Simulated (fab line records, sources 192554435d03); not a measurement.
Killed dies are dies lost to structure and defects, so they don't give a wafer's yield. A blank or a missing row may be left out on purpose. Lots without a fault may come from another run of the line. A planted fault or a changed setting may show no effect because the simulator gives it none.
Which tool did it? | flow n5_finfet | 11 lots, 33 wafers sampled, at 4 steps of a route of 1938

WHAT THE GAUGES READ, wafer by wafer
N5_BEOL_M6_CD_MEAS_18: pitch 80 nm, target cd 40 nm.
lot  | measured     | on        | cd_nm (nm)
L102 | day 9 01:27  | cd_sem-01 | 40.7 40.6 40.7
L103 | day 9 08:46  | cd_sem-03 | 40.2 39.5 40.1
L107 | day 10 14:17 | cd_sem-02 | 40.5 40.3 38.6
L110 | day 11 01:40 | cd_sem-03 | 39.9 39.2 40.7
L115 | day 11 23:29 | cd_sem-01 | 40.4 41.1 40.3
L114 | day 12 03:55 | cd_sem-02 | 40.0 40.2 40.6
L118 | day 13 07:41 | cd_sem-01 | 40.2 41.1 40.4
L119 | day 13 15:52 | cd_sem-01 | 41.4 41.3 39.9
L125 | day 14 15:14 | cd_sem-03 | 41.6 41.0 40.0
L124 | day 14 17:56 | cd_sem-02 | 39.5 40.1 39.9
L123 | day 14 18:14 | cd_sem-02 | 40.6 40.4 40.9

WHICH TOOL RAN EACH LOT (tool, then ch and the chambers of the sampled wafers, then the start)
lot  | N5_BEOL_M5_PRE_CLEAN_77          | N5_BEOL_M6_ILD_DEP_00           | N5_BEOL_M6_ETCH_62
L102 | cvd_co-02 ch 0,1,2, day 8 23:04  | pecvd-04 ch 0,1,2, day 8 23:23  | rie_diel-06 ch 0,1,2, day 9 01:05
L103 | cvd_co-01 ch 0,1,2, day 9 06:02  | pecvd-01 ch 0,1,2, day 9 06:19  | rie_diel-02 ch 0,2, day 9 08:10
L107 | cvd_co-02 ch 1,2, day 10 09:51   | pecvd-04 ch 0,2, day 10 10:10   | rie_diel-03 ch 0,2,3, day 10 13:55
L110 | cvd_co-01 ch 0,1,2, day 10 23:23 | pecvd-04 ch 0,1,2, day 10 23:40 | rie_diel-02 ch 1,2,3, day 11 01:17
L115 | cvd_co-02 ch 1,2, day 11 19:07   | pecvd-04 ch 0,2, day 11 19:24   | rie_diel-03 ch 2,3, day 11 23:07
L114 | cvd_co-01 ch 0,1,2, day 12 00:53 | pecvd-03 ch 0,1,2, day 12 01:10 | rie_diel-03 ch 1,2,3, day 12 03:32
L118 | cvd_co-01 ch 1,2, day 13 05:19   | pecvd-03 ch 0,1, day 13 05:37   | rie_diel-06 ch 0,2,3, day 13 07:19
L119 | cvd_co-02 ch 0,1,2, day 13 12:11 | pecvd-04 ch 0,1,2, day 13 12:29 | rie_diel-06 ch 0,1,2, day 13 15:25
L125 | cvd_co-02 ch 0,1,2, day 14 11:55 | pecvd-04 ch 1,2, day 14 12:11   | rie_diel-03 ch 1,2,3, day 14 14:52
L124 | cvd_co-01 ch 1,2, day 14 13:41   | pecvd-04 ch 0,2, day 14 13:58   | rie_diel-02 ch 0,1,3, day 14 17:34
L123 | cvd_co-02 ch 1,2, day 14 14:38   | pecvd-01 ch 1,2, day 14 15:01   | rie_diel-02 ch 0,1,2, day 14 17:52
- N5_BEOL_M5_PRE_CLEAN_77: time 15 s.
- N5_BEOL_M6_ILD_DEP_00: deposits SiCOH lowk from DEMS/porogen, target thk 179.75 nm, time 33.4 s.
- N5_BEOL_M6_ETCH_62: etches SOC in N2/H2, target depth 110 nm, overetch 22 nm, time 165 s.

THE ANSWER, worked out from the rows above alone
Rule: what is usual is taken from the lots themselves. Put in order of their means at a reading, lots are off if they are a third of the lots or fewer, leave a main group of 4 or more, and stand apart from it by a gap of 3 or more times the standard deviation of the main group's means; of several such gaps the widest counts. A main group whose means are all the same, to the digits that the tables above print for the reading, isn't used. A lot without any number at a reading at which 4 lots or more have one is off too. The other lots that the step has rows for count as sound.
No lot is off at any reading shown: from this, nothing can be told.

WHAT THE SIMULATOR HAD PUT IN
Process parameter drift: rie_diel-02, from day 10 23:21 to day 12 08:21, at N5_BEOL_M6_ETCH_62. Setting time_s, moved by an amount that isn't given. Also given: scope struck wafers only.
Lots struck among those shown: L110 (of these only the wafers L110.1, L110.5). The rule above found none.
